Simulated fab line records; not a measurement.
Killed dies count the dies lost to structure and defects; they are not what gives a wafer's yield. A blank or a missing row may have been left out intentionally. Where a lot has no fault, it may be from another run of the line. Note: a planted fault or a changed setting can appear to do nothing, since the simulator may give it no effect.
What tool caused it?	flow nand harc	36 wafers from 12 lots sampled at 2 of the route's 1302 steps

WHAT THE GAUGES SHOWED, per wafer
NHARC_P_M2_INSPECT_27.
lot	measured	on	raw defect count
L075	day 6 19:58	defect inspect-02	370 303 516
L077	day 7 19:14	defect inspect-02	531 442 340
L079	day 8 12:08	defect inspect-01	502 236 409
L081	day 9 16:54	defect inspect-02	151 184 253
L083	day 10 14:46	defect inspect-02	217 363 386
L085	day 10 22:50	defect inspect-02	388 325 563
L087	day 11 21:38	defect inspect-01	253 187 239
L088	day 12 18:43	defect inspect-02	737 465 615
L091	day 13 14:28	defect inspect-01	259 132 137
L093	day 14 09:49	defect inspect-02	153 223 186
L095	day 15 05:04	defect inspect-02	299 198 214
L097	day 16 04:52	defect inspect-01	173 191 156

EACH LOT AND THE TOOL THAT RAN IT (in order: tool; ch and the chambers of the sampled wafers; start)
lot	NHARC_P_M2_ANNEAL_31
L075	rtp anneal-02 ch 0, day 6 19:08
L077	rtp anneal-02 ch 0, day 7 18:23
L079	rtp anneal-01 ch 0, day 8 11:26
L081	rtp anneal-01 ch 0, day 9 14:34
L083	rtp anneal-01 ch 0, day 10 14:00
L085	rtp anneal-01 ch 0, day 10 22:01
L087	rtp anneal-02 ch 0, day 11 20:48
L088	rtp anneal-01 ch 0, day 12 17:59
L091	rtp anneal-01 ch 0, day 13 13:42
L093	rtp anneal-01 ch 0, day 14 09:06
L095	rtp anneal-01 ch 0, day 15 04:15
L097	rtp anneal-01 ch 0, day 16 03:44
- NHARC_P_M2_ANNEAL_31: time 90 s.

THE ANSWER, worked out from the rows above alone
Rule: the usual values come from the lots themselves. Put in order of their means at a reading, lots are off if they are a third of the lots or fewer, leave a main group of 4 or more, and stand apart from it by a gap of 3 or more times the standard deviation of the main group's means; of several such gaps the widest counts. The tables above print the reading to a certain number of digits; a main group whose means all agree to those digits is not used. A lot without any number at a reading at which 4 lots or more have one is off too. The other lots that the step has rows for count as sound.
None of the lots is off at any reading shown; this tells nothing.

WHAT WAS PUT IN BY THE SIMULATOR
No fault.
